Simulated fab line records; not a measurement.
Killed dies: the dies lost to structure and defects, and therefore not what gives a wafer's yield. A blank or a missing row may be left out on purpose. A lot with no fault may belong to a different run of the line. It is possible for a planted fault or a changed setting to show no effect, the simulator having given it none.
Matching of chambers | flow n5 finfet | 4 sister chambers for N5_MIM_TOP_ALD_00 on ald hk-01
The step deposits Al2O3, purge time 3 s, co reactant pulse time 3 s. 8 wafers are shown with their chamber, then 8 later ones without.

## WAFERS, EACH WITH ITS CHAMBER
wafer  | chamber | precursor pulse height rel
L082.1 | 1       | 1.039
L082.3 | 0       | 0.971
L082.4 | 2       | 0.972
L082.5 | 0       | 0.992
L085.2 | 2       | 1.030
L085.3 | 1       | 1.032
L085.4 | 3       | 0.987
L090.2 | 3       | 0.988

## WAFERS WITHOUT THEIR CHAMBER
wafer  | precursor pulse height rel
L090.3 | 0.999
L090.4 | 0.968
L095.1 | 0.995
L095.3 | 1.014
L095.5 | 1.005
L097.2 | 0.987
L097.3 | 1.021
L097.5 | 0.997

## THE CHAMBER EACH PASSED THROUGH
wafer  | from the rows above               | in truth
L090.3 | can't be placed: 2 or 3 or 0 or 1 | 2
L090.4 | can't be placed: 0 or 3 or 2      | 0
L095.1 | can't be placed: 2 or 3 or 0 or 1 | 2
L095.3 | can't be placed: 2 or 1 or 3 or 0 | 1
L095.5 | can't be placed: 2 or 3 or 0 or 1 | 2
L097.2 | can't be placed: 3 or 0 or 2      | 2
L097.3 | can't be placed: 1 or 2 or 3 or 0 | 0
L097.5 | can't be placed: 2 or 3 or 0 or 1 | 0
Correct placement for 0 of the 8. Can't be placed from these rows: 8 (the true chamber is among the candidates in 8). Number placed wrongly: 0.
How it was worked out, from the rows above alone: a wafer's distance from a chamber is the root of the sum, over the readings, of the square of ((its reading less the chamber's mean) divided by the reading's scatter). If the next closest chamber is less than 2 further off than the closest, the wafer can't be placed; otherwise it belongs to the closest. Each chamber's mean is taken over the wafers shown for it. The scatter: the root of (the sum of the squares of (reading less its chamber's mean) over the shown wafers, divided by (wafers less chambers)).
